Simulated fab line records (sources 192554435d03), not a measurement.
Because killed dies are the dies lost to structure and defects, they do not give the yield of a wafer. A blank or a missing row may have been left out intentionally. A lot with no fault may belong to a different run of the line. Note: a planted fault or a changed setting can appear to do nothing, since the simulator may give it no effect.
Chamber matching -- flow n5_finfet -- 4 sister chambers for N5_DUMMY_GATE_ETCH_42 on rie_diel-03
The step etches SiO2 in CHF3/O2, target depth 3.5 nm, time 31 s. 4 wafers are shown with their chamber, then 7 later ones without.

## WAFERS WITH THEIR CHAMBER
wafer,chamber,showerhead_plenum_p_Torr (Torr)
L080.5,2,2.51
L087.3,3,2.38
L088.3,1,2.54
L088.5,0,2.37

## WAFERS WHOSE CHAMBER IS MISSING
wafer,showerhead_plenum_p_Torr (Torr)
L088.6,2.54
L094.1,2.54
L094.2,2.50
L094.6,2.37
L097.1,2.49
L097.3,2.53
L097.5,2.53

## THE CHAMBER EACH PASSED THROUGH
wafer,from the rows above,in truth
L088.6,1,1
L094.1,1,1
L094.2,2,2
L094.6,can't be placed: 0 or 3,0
L097.1,2,2
L097.3,can't be placed: 1 or 2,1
L097.5,can't be placed: 1 or 2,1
Placed correctly: 4 of 7. From these rows, 3 cannot be placed; in 3 the true chamber is one of the candidates. 0 placed wrongly.
How it was worked out, from the rows above alone: a wafer's distance from a chamber is the root of the sum, over the readings, of the square of ((its reading less the chamber's mean) divided by the reading's scatter). If the next closest chamber is less than 2 further off than the closest, the wafer can't be placed; otherwise it belongs to the closest. The mean given for a chamber averages the wafers shown for that chamber. The scatter: with one shown wafer a chamber, the root of the mean of the squares of how far each hidden wafer lies from its nearest shown one.
